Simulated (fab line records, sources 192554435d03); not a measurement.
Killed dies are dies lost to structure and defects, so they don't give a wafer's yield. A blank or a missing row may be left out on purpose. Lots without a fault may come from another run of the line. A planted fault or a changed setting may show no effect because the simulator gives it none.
Chamber matching | flow n5_finfet | N5_BEOL_M1_VIA_ETCH_34 on rie_diel-06: 4 sister chambers
The step etches the open film in C4F6/O2, target depth 67.8 nm, time 64.4 s. 4 wafers are shown with their chamber, then 7 later ones without.

WAFERS WITH THEIR CHAMBER
wafer  | chamber | showerhead_plenum_p_Torr (Torr)
L085.4 | 2       | 2.85
L086.2 | 1       | 2.72
L087.2 | 3       | 2.75
L087.3 | 0       | 2.89

WAFERS WITHOUT THEIR CHAMBER
wafer  | showerhead_plenum_p_Torr (Torr)
L087.4 | 2.72
L096.1 | 2.72
L096.2 | 2.84
L096.6 | 2.84
L097.1 | 2.84
L097.2 | 2.72
L097.4 | 2.75

WHICH CHAMBER EACH WENT THROUGH
wafer  | from the rows above | in truth
L087.4 | 1                   | 1
L096.1 | 1                   | 1
L096.2 | 2                   | 2
L096.6 | 2                   | 2
L097.1 | 2                   | 2
L097.2 | 1                   | 1
L097.4 | 3                   | 3
Placed correctly: 7 of 7. Can't be placed from these rows: 0. Placed wrongly: 0.
How it was worked out, from the rows above alone: a wafer's distance from a chamber is the root of the sum, over the readings, of the square of ((its reading less the chamber's mean) divided by the reading's scatter). The wafer belongs to the nearest chamber; if the next one is less than 2 further off, it can't be placed. A chamber's mean is the mean of its shown wafers. The scatter: with one shown wafer a chamber, the root of the mean of the squares of how far each hidden wafer lies from its nearest shown one.
